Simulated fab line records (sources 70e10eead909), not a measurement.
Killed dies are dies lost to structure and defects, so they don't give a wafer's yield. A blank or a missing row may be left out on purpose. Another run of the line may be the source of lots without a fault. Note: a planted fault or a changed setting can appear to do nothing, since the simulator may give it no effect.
Chamber matching || flow nand_harc || NHARC_A_DECK1_JOINT_DEP_16 on pecvd-03: 3 sister chambers
The step deposits SiO2, target thk 45 nm. 14 wafers are shown with their chamber, then 7 later ones without.

WAFERS, EACH WITH ITS CHAMBER
{"wafer": "L086.1", "chamber": 1, "throttle_valve_pct (%)": 14.8, "flow_sccm (sccm)": 2635, "heater_power_w (W)": 496}
{"wafer": "L086.5", "chamber": 0, "throttle_valve_pct (%)": 16.0, "flow_sccm (sccm)": 2647, "heater_power_w (W)": 612}
{"wafer": "L086.6", "chamber": 1, "throttle_valve_pct (%)": 14.9, "flow_sccm (sccm)": 2646, "heater_power_w (W)": 513}
{"wafer": "L087.1", "chamber": 0, "throttle_valve_pct (%)": 15.9, "flow_sccm (sccm)": 2653, "heater_power_w (W)": 614}
{"wafer": "L087.5", "chamber": 1, "throttle_valve_pct (%)": 14.6, "flow_sccm (sccm)": 2646, "heater_power_w (W)": 525}
{"wafer": "L087.6", "chamber": 0, "throttle_valve_pct (%)": 15.6, "flow_sccm (sccm)": 2659, "heater_power_w (W)": 462}
{"wafer": "L093.1", "chamber": 2, "throttle_valve_pct (%)": 15.5, "flow_sccm (sccm)": 2646, "heater_power_w (W)": 473}
{"wafer": "L093.4", "chamber": 2, "throttle_valve_pct (%)": 15.6, "flow_sccm (sccm)": 2645, "heater_power_w (W)": 497}
{"wafer": "L093.6", "chamber": 0, "throttle_valve_pct (%)": 15.9, "flow_sccm (sccm)": 2640, "heater_power_w (W)": 534}
{"wafer": "L092.1", "chamber": 0, "throttle_valve_pct (%)": 15.5, "flow_sccm (sccm)": 2652, "heater_power_w (W)": 564}
{"wafer": "L092.2", "chamber": 2, "throttle_valve_pct (%)": 15.7, "flow_sccm (sccm)": 2646, "heater_power_w (W)": 540}
{"wafer": "L092.3", "chamber": 1, "throttle_valve_pct (%)": 15.2, "flow_sccm (sccm)": 2635, "heater_power_w (W)": 612}
{"wafer": "L094.3", "chamber": 2, "throttle_valve_pct (%)": 15.6, "flow_sccm (sccm)": 2647, "heater_power_w (W)": 521}
{"wafer": "L094.4", "chamber": 1, "throttle_valve_pct (%)": 14.9, "flow_sccm (sccm)": 2639, "heater_power_w (W)": 587}

SIGNATURES (means of the wafers above)
{"reading": "throttle_valve_pct", "chamber 0": 15.780, "chamber 1": 14.880, "chamber 2": 15.600, "scatter within a chamber": 0.19}
{"reading": "flow_sccm", "chamber 0": 2650.20, "chamber 1": 2640.20, "chamber 2": 2646.00, "scatter within a chamber": 5.46}
{"reading": "heater_power_w", "chamber 0": 557.20, "chamber 1": 546.60, "chamber 2": 507.75, "scatter within a chamber": 50.9}
Rule: for each reading, subtract the chamber's mean from the wafer's reading, divide by that reading's scatter and square the result; add these up over the readings and take the root, which gives the wafer's distance from the chamber. The wafer belongs to the nearest chamber; if the next one is less than 2 further off, it can't be placed. The scatter: the root of (the sum of the squares of (reading less its chamber's mean) over the shown wafers, divided by (wafers less chambers)).

WAFERS WITH NO CHAMBER GIVEN
{"wafer": "L094.5", "throttle_valve_pct (%)": 15.4, "flow_sccm (sccm)": 2655, "heater_power_w (W)": 527}
{"wafer": "L095.2", "throttle_valve_pct (%)": 16.0, "flow_sccm (sccm)": 2640, "heater_power_w (W)": 551}
{"wafer": "L095.4", "throttle_valve_pct (%)": 15.3, "flow_sccm (sccm)": 2656, "heater_power_w (W)": 547}
{"wafer": "L095.6", "throttle_valve_pct (%)": 15.7, "flow_sccm (sccm)": 2642, "heater_power_w (W)": 501}
{"wafer": "L097.4", "throttle_valve_pct (%)": 15.7, "flow_sccm (sccm)": 2660, "heater_power_w (W)": 485}
{"wafer": "L097.5", "throttle_valve_pct (%)": 16.0, "flow_sccm (sccm)": 2659, "heater_power_w (W)": 537}
{"wafer": "L097.6", "throttle_valve_pct (%)": 15.3, "flow_sccm (sccm)": 2640, "heater_power_w (W)": 546}

CHAMBER TAKEN BY EACH
{"wafer": "L094.5", "from the rows above": "can't be placed: 2 or 0 or 1", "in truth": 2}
{"wafer": "L095.2", "from the rows above": "can't be placed: 0 or 2", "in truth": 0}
{"wafer": "L095.4", "from the rows above": "can't be placed: 2 or 0 or 1", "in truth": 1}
{"wafer": "L095.6", "from the rows above": "can't be placed: 2 or 0", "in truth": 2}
{"wafer": "L097.4", "from the rows above": "can't be placed: 0 or 2", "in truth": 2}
{"wafer": "L097.5", "from the rows above": "can't be placed: 0 or 2", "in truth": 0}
{"wafer": "L097.6", "from the rows above": "can't be placed: 2 or 1 or 0", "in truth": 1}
Correctly placed: 0 of 7. Not placeable from these rows: 7 (in 7, the candidates include the true chamber). Wrongly placed: 0.
